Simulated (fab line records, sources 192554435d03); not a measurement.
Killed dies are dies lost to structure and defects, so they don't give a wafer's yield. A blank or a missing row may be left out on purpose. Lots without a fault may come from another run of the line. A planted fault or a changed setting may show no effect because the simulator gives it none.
Which tool did it? | flow n5_finfet | 24 lots, 72 wafers sampled, at 4 steps of a route of 1938

WHAT THE GAUGES READ, wafer by wafer
N5_ZERO_LAYER_CD_MEAS_11: target cd 2000 nm. Usual: cd_nm 2000.1 nm, standard deviation 1.3.
lot  | measured    | on        | cd_nm (nm)           | flag
L074 | day 1 12:47 | cd_sem-02 | 1998.5 1997.5 1997.2 |
L075 | day 1 18:46 | cd_sem-01 | 2001.6 2001.7 2001.6 |
L076 | day 2 00:40 | cd_sem-01 | 1999.2 1999.9 2000.0 |
L077 | day 2 06:46 | cd_sem-01 | 2001.3 1998.5 2001.6 |
L078 | day 2 13:05 | cd_sem-03 | 1997.3 1999.9 1999.9 |
L079 | day 2 18:40 | cd_sem-03 | 1999.6 1999.4 1997.3 |
L080 | day 3 00:38 | cd_sem-02 | 2001.8 2000.5 1998.6 |
L081 | day 3 06:47 | cd_sem-02 | 2002.0 2000.5 2001.7 |
L082 | day 3 12:40 | cd_sem-02 | 1999.8 1999.2 1998.8 |
L083 | day 3 18:57 | cd_sem-01 | 1999.4 2000.7 2001.4 |
L084 | day 4 00:46 | cd_sem-02 | 2000.6 1999.9 1999.7 |
L085 | day 4 06:47 | cd_sem-03 | 2001.0 1999.3 1999.9 |
L086 | day 4 12:38 | cd_sem-02 | 2000.7 1998.0 2000.4 |
L087 | day 4 18:38 | cd_sem-01 | 1999.0 2000.5 1998.7 |
L088 | day 5 00:46 | cd_sem-01 | 1998.2 1999.0 1998.9 |
L089 | day 5 06:47 | cd_sem-02 | 1999.9 2001.7 2002.4 |
L090 | day 5 12:57 | cd_sem-02 | 2003.8 1999.6 2001.0 |
L091 | day 5 18:40 | cd_sem-01 | 2000.0 1999.4 2001.0 |
L092 | day 6 00:38 | cd_sem-02 | 2000.1 2000.9 2000.1 |
L093 | day 6 06:40 | cd_sem-02 | 2001.0 2000.7 2000.3 |
L094 | day 6 12:46 | cd_sem-03 | 1999.5 1997.8 1998.7 |
L095 | day 6 18:47 | cd_sem-02 | 2001.0 2000.2 2001.2 |
L096 | day 7 00:40 | cd_sem-03 | 1999.7 2000.3 2000.7 |
L097 | day 7 06:39 | cd_sem-01 | 2001.7 2001.3 1999.2 |

N5_WELL_APT_OVL_MEAS_26. Usual: PWELL_OVL -3 nm, standard deviation 5.7.
lot  | measured    | on         | PWELL_OVL (nm) | flag
L074 | day 1 14:59 | overlay-01 | 6 7 -4         |
L075 | day 1 20:58 | overlay-02 | -10 -4 -11     |
L076 | day 2 02:59 | overlay-01 | -7 -7 -6       |
L077 | day 2 09:08 | overlay-01 | -6 -12 -9      |
L078 | day 2 16:02 | overlay-01 | 0 -7 -9        |
L079 | day 2 21:00 | overlay-01 | 1 -3 2         |
L080 | day 3 03:02 | overlay-02 | -3 3 -4        |
L081 | day 3 08:58 | overlay-02 | -1 5 -6        |
L082 | day 3 14:53 | overlay-01 | 0 3 2          |
L083 | day 3 21:15 | overlay-02 | -6 2 1         |
L084 | day 4 03:27 | overlay-01 | -3 3 -6        |
L085 | day 4 09:11 | overlay-01 | 2 -6 -8        |
L086 | day 4 15:10 | overlay-02 | 1 -14 -3       |
L087 | day 4 20:58 | overlay-02 | 0 3 0          |
L088 | day 5 03:05 | overlay-02 | -2 -5 -3       |
L089 | day 5 09:07 | overlay-01 | 0 8 8          |
L090 | day 5 16:07 | overlay-01 | -5 -6 -1       |
L091 | day 5 20:44 | overlay-01 | -2 -9 -4       |
L092 | day 6 03:05 | overlay-02 | -9 -8 -8       |
L093 | day 6 08:51 | overlay-02 | -13 -5 -4      |
L094 | day 6 15:15 | overlay-01 | -8 -6 -5       |
L095 | day 6 20:53 | overlay-02 | 6 7 -2         |
L096 | day 7 03:01 | overlay-02 | -9 -14 -9      |
L097 | day 7 09:19 | overlay-02 | -2 1 0         |

WHICH TOOL RAN EACH LOT (tool, then ch and the chambers of the sampled wafers, then the start)
lot  | N5_ZERO_LAYER_PECVD_02         | N5_ZERO_LAYER_ETCH_17
L074 | pecvd-01 ch 0,1,2, day 1 12:18 | rie_diel-03 ch 1,3, day 1 12:52
L075 | pecvd-02 ch 1,2, day 1 18:17   | rie_diel-06 ch 0,1, day 1 18:50
L076 | pecvd-02 ch 0,2, day 2 00:18   | rie_diel-04 ch 1,2, day 2 00:44
L077 | pecvd-01 ch 0,1, day 2 06:17   | rie_diel-06 ch 0,1, day 2 06:50
L078 | pecvd-01 ch 1,2, day 2 12:19   | rie_diel-06 ch 2,3, day 2 13:09
L079 | pecvd-03 ch 0,1, day 2 18:17   | rie_diel-06 ch 0,1,3, day 2 18:44
L080 | pecvd-01 ch 0,1, day 3 00:17   | rie_diel-04 ch 1,3, day 3 00:43
L081 | pecvd-03 ch 0,1,2, day 3 06:18 | rie_diel-03 ch 1,2, day 3 06:52
L082 | pecvd-02 ch 0,1, day 3 12:18   | rie_diel-04 ch 1,2, day 3 12:44
L083 | pecvd-03 ch 1,2, day 3 18:28   | rie_diel-06 ch 0,3, day 3 19:04
L084 | pecvd-02 ch 0,1,2, day 4 00:19 | rie_diel-03 ch 0,1,3, day 4 00:50
L085 | pecvd-01 ch 0,1,2, day 4 06:19 | rie_diel-03 ch 0,1,3, day 4 06:52
L086 | pecvd-01 ch 1,2, day 4 12:17   | rie_diel-04 ch 1,2,3, day 4 13:01
L087 | pecvd-01 ch 1,2, day 4 18:17   | rie_diel-03 ch 1,2, day 4 18:43
L088 | pecvd-02 ch 1,2, day 5 00:17   | rie_diel-03 ch 0,1,2, day 5 00:50
L089 | pecvd-03 ch 1,2, day 5 06:17   | rie_diel-06 ch 0,1,2, day 5 06:52
L090 | pecvd-01 ch 1,2, day 5 12:28   | rie_diel-04 ch 1,2, day 5 13:53
L091 | pecvd-02 ch 1,2, day 5 18:17   | rie_diel-03 ch 0,3, day 5 18:44
L092 | pecvd-03 ch 0,2, day 6 00:17   | rie_diel-06 ch 1,2,3, day 6 00:58
L093 | pecvd-02 ch 2, day 6 06:17     | rie_diel-03 ch 1,3, day 6 06:44
L094 | pecvd-02 ch 0,1, day 6 12:17   | rie_diel-04 ch 1,2,3, day 6 13:04
L095 | pecvd-02 ch 0,1,2, day 6 18:18 | rie_diel-03 ch 0,2, day 6 18:52
L096 | pecvd-03 ch 0,1,2, day 7 00:18 | rie_diel-06 ch 0,1,3, day 7 00:48
L097 | pecvd-02 ch 0,1,2, day 7 06:19 | rie_diel-04 ch 0,2,3, day 7 06:44
- N5_ZERO_LAYER_PECVD_02: deposits SiO2 from SiH4/N2O, target thk 10 nm, time 6 s.
- N5_ZERO_LAYER_ETCH_17: etches SiO2 in CF4, target depth 12 nm, time 13.3 s.

WHAT THE TOOLS THEMSELVES READ (means of the sampled wafers that have a number; where no wafer has one, the mark that the record gives instead)
N5_ZERO_LAYER_PECVD_02. Usual: heater_power_w 745 W, standard deviation 70; showerhead_plenum_p_Torr 8.12 Torr, standard deviation 0.12.
lot  | tool     | heater_power_w (W) | showerhead_plenum_p_Torr (Torr) | flag
L074 | pecvd-01 | 762                | 7.99                            |
L075 | pecvd-02 | 731                | 8.17                            |
L076 | pecvd-02 | 660                | 8.20                            |
L077 | pecvd-01 | 827                | 7.92                            |
L078 | pecvd-01 | 787                | 8.06                            |
L079 | pecvd-03 | 652                | 8.13                            |
L080 | pecvd-01 | 786                | 7.92                            |
L081 | pecvd-03 | 753                | 8.18                            |
L082 | pecvd-02 | 712                | 8.16                            |
L083 | pecvd-03 | 803                | 8.23                            |
L084 | pecvd-02 | 725                | 8.19                            |
L085 | pecvd-01 | 746                | 7.98                            |
L086 | pecvd-01 | 796                | 8.01                            |
L087 | pecvd-01 | 750                | 8.05                            |
L088 | pecvd-02 | 685                | 8.14                            |
L089 | pecvd-03 | 840                | 8.25                            |
L090 | pecvd-01 | 829                | 8.06                            |
L091 | pecvd-02 | 721                | 8.14                            |
L092 | pecvd-03 | 762                | 8.21                            |
L093 | pecvd-02 | 646                | 8.19                            |
L094 | pecvd-02 | 806                | 8.20                            |
L095 | pecvd-02 | 745                | 8.19                            |
L096 | pecvd-03 | 740                | 8.18                            |
L097 | pecvd-02 | 746                | 8.19                            |

N5_ZERO_LAYER_ETCH_17. Usual: drypump_motor_current_A 5.8 A, standard deviation 0.37; oes_product_au 0.76 a.u., standard deviation 0.07; rf_vpp_V 949 V, standard deviation 4.5; showerhead_plenum_p_Torr 2.15 Torr, standard deviation 0.07; throttle_valve_pct 15.69 %, standard deviation 0.23.
lot  | tool        | drypump_motor_current_A (A) | oes_product_au (a.u.) | rf_vpp_V (V) | showerhead_plenum_p_Torr (Torr) | throttle_valve_pct (%) | flag
L074 | rie_diel-03 | 6.4                         | 0.83                  | 946          | 2.11                            | 15.59                  |
L075 | rie_diel-06 | 5.8                         | 0.77                  | 947          | 2.13                            | 15.87                  |
L076 | rie_diel-04 | 5.9                         | 0.73                  | 953          | 2.21                            | 15.83                  |
L077 | rie_diel-06 | 5.6                         | 0.75                  | 951          | 2.18                            | 15.99                  |
L078 | rie_diel-06 | 6.1                         | 0.75                  | 944          | 2.06                            | 15.50                  |
L079 | rie_diel-06 | 5.9                         | 0.74                  | 947          | 2.12                            | 15.75                  |
L080 | rie_diel-04 | 5.7                         | 0.82                  | 955          | 2.25                            | 15.60                  |
L081 | rie_diel-03 | 5.7                         | 0.73                  | 951          | 2.16                            | 15.72                  |
L082 | rie_diel-04 | 5.8                         | 0.74                  | 954          | 2.23                            | 15.78                  |
L083 | rie_diel-06 | 5.8                         | 0.72                  | 950          | 2.16                            | 15.86                  |
L084 | rie_diel-03 | 6.0                         | 0.77                  | 949          | 2.14                            | 15.60                  |
L085 | rie_diel-03 | 6.0                         | 0.77                  | 949          | 2.14                            | 15.61                  |
L086 | rie_diel-04 | 5.8                         | 0.79                  | 954          | 2.23                            | 15.68                  |
L087 | rie_diel-03 | 5.7                         | 0.71                  | 950          | 2.16                            | 15.74                  |
L088 | rie_diel-03 | 5.6                         | 0.71                  | 951          | 2.18                            | 15.72                  |
L089 | rie_diel-06 | 5.6                         | 0.75                  | 947          | 2.12                            | 15.94                  |
L090 | rie_diel-04 | 5.9                         | 0.71                  | 953          | 2.20                            | 15.87                  |
L091 | rie_diel-03 | 5.9                         | 0.76                  | 949          | 2.17                            | 15.61                  |
L092 | rie_diel-06 | 5.9                         | 0.74                  | 942          | 2.06                            | 15.68                  |
L093 | rie_diel-03 | 6.4                         | 0.80                  | 945          | 2.10                            | 15.64                  |
L094 | rie_diel-04 | 5.8                         | 0.77                  | 954          | 2.23                            | 15.72                  |
L095 | rie_diel-03 | 5.4                         | 0.80                  | 952          | 2.20                            | 15.57                  |
L096 | rie_diel-06 | 5.9                         | 0.73                  | 947          | 2.11                            | 15.80                  |
L097 | rie_diel-04 | 5.8                         | 0.83                  | 951          | 2.19                            | 15.54                  |

THE ANSWER, worked out from the rows above alone
Rule: a lot is off if the mean of its wafers that have a number lies more than 3 standard deviations from the usual mean. A lot without any number at a reading at which 4 lots or more have one is off too. The other lots that the step has rows for count as sound. The gauges are gone through in route order, then the tools' own readings, and for those a lot's mean is taken as printed above. The first step at which some lot is off is used, and at that step the reading that is off furthest; a lot without a number counts as furthest.
No lot is off at any reading shown: from this, nothing can be told.

WHAT THE SIMULATOR HAD PUT IN
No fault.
